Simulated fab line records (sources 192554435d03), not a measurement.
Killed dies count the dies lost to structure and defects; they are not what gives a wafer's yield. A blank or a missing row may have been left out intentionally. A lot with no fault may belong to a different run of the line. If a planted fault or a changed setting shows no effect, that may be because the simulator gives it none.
A struck lot beside a sound one / flow n5Finfet / 31 steps out of a route of 1938
Sound: wafers L367.1, L367.2, L367.6. The struck wafers were L362.1, L362.2, L362.4. The cause is given at the end.
Each step with rows lists, per side, the tool, then ch with its chambers, then its first start. Under that, the readings that differ: sound wafers / struck wafers / difference of the means / sigmas: that difference in standard deviations of wafers without a fault.
alike: readings whose means differ by less than 2 such deviations, and words and numbers that are the same on both sides. not compared: withheld readings, readings that some wafer has no value for, bounds like >300 that may hide the same value, and numbers for which the record gives no deviation and whose values overlap.
The two part at a step that has a row with sigmas, a row that says differs or no value, or rows on one side only. When numbers do not overlap yet have no deviation, they are printed without sigmas and do not part them. Lack of a reading on every wafer of one side parts them only where that side has two or more wafers.

first, 11 steps without rows for these wafers: N5_HKMG_FIN_DESCUM_53 (chemistry O2, time 7.9 s); N5_HKMG_FIN_ETCH_54 (etches SiARC in CF4, target depth 45.5 nm, time 75.8 s); N5_HKMG_FIN_ETCH_55 (etches SOC in N2/H2, target depth 240 nm, time 300 s); N5_HKMG_FIN_STRIP_56 (strips in N2/H2); N5_HKMG_FIN_STRIP_57 (strips in CF4); N5_HKMG_FIN_ETCH_58 (etches SOC in N2/H2, target depth 215.8 nm, time 741 s); N5_HKMG_FIN_STRIP_93 (strips SOC in N2/H2, time 20 s); N5_HKMG_FIN_WET_ETCH_76 (etches Al2O3 in dNH4OH, stops on La2O3, target depth 2.25 nm, rinse time 30 s); N5_HKMG_FIN_STRIP_60 (strips in N2/H2, time 360 s); N5_HKMG_FIN_WET_ETCH_77 (etches La2O3 in dHCl, stops on HfO2, target depth 2 nm); N5_HKMG_FIN_WET_ETCH_78 (etches Al2O3 in dNH4OH, stops on La2O3, target depth 4.5 nm, rinse time 30 s).
N5_HKMG_FIN_ALD_79: deposits TiN, target thk 1.5 nm, pulse time 1 s, purge time 3 s.
  sound on aldMetal-04 ch 0,2,3, day 9 21:51; struck on aldMetal-03 ch 0,2,3, day 8 10:56
  alike: heaterPowerW, precursorPulseHeightRel
then, 16 steps without rows for these wafers: N5_HKMG_FIN_CVD_62 (deposits a-Si from Si2H6, target thk 3 nm, time 20.8 s); N5_HKMG_FIN_RTA_80 (time 2 s); N5_HKMG_FIN_PRECLEAN_64 (cleans in dHF, time 30 s); N5_HKMG_FIN_WET_ETCH_65 (etches a-Si in TMAH, stops on TiN, time 49 s, target depth 3 nm); N5_HKMG_FIN_WET_ETCH_81 (etches TiN in SC1, stops on HfO2, time 57 s, target depth 6 nm); N5_HKMG_FIN_WET_ETCH_82 (etches La2O3 in dHCl, stops on HfO2, target depth 2 nm, rinse time 30 s); N5_HKMG_FIN_ALD_36 (deposits TiN, target thk 1 nm, pulse time 1 s, purge time 3 s); N5_HKMG_FIN_PWFM_ALD_03 (deposits TiN, target thk 2 nm, pulse time 1 s, purge time 3 s); N5_HKMG_FIN_COAT_29 (time 60 s, resist thk 300 nm); N5_HKMG_FIN_COAT_30 (time 60 s, resist thk 35 nm); N5_HKMG_FIN_COAT_06 (resist thk 90 nm); N5_HKMG_FIN_EBR_08; N5_HKMG_FIN_SOFTBAKE_07 (time 60 s); N5_HKMG_FIN_EXPOSE_09 (exposes mask NWFM); N5_HKMG_FIN_PEB_10 (peb time 60 s); N5_HKMG_FIN_DEVELOP_11 (develop time 30 s).
N5_HKMG_FIN_INSPECT_14: inspects for defects (macro).
  sound on defectInspect-01 at day 9 23:50; struck on defectInspect-01 at day 8 12:55
reading=rawDefectCount; sound=0 2 3; struck=>300 >300 >300; difference=differs; sigmas=
then, 1 step without rows for these wafers: N5_HKMG_FIN_DESCUM_17 (chemistry O2, time 7.9 s).
-- record jumps: 9 days separate the struck wafers' starts on either side; left off in module HKMG_FIN, taken up again in module PASSIVATION, whose first shown step is the route's number 1936 --
N5_PASSIVATION_PROBE_49:
  rows exist in the record for the struck wafers here (prober-02, day 17 09:37), but not for the sound ones

WHERE THEY PART
First at N5_HKMG_FIN_INSPECT_14; last, within this record, at N5_PASSIVATION_PROBE_49.

WHY: what the simulator had put in
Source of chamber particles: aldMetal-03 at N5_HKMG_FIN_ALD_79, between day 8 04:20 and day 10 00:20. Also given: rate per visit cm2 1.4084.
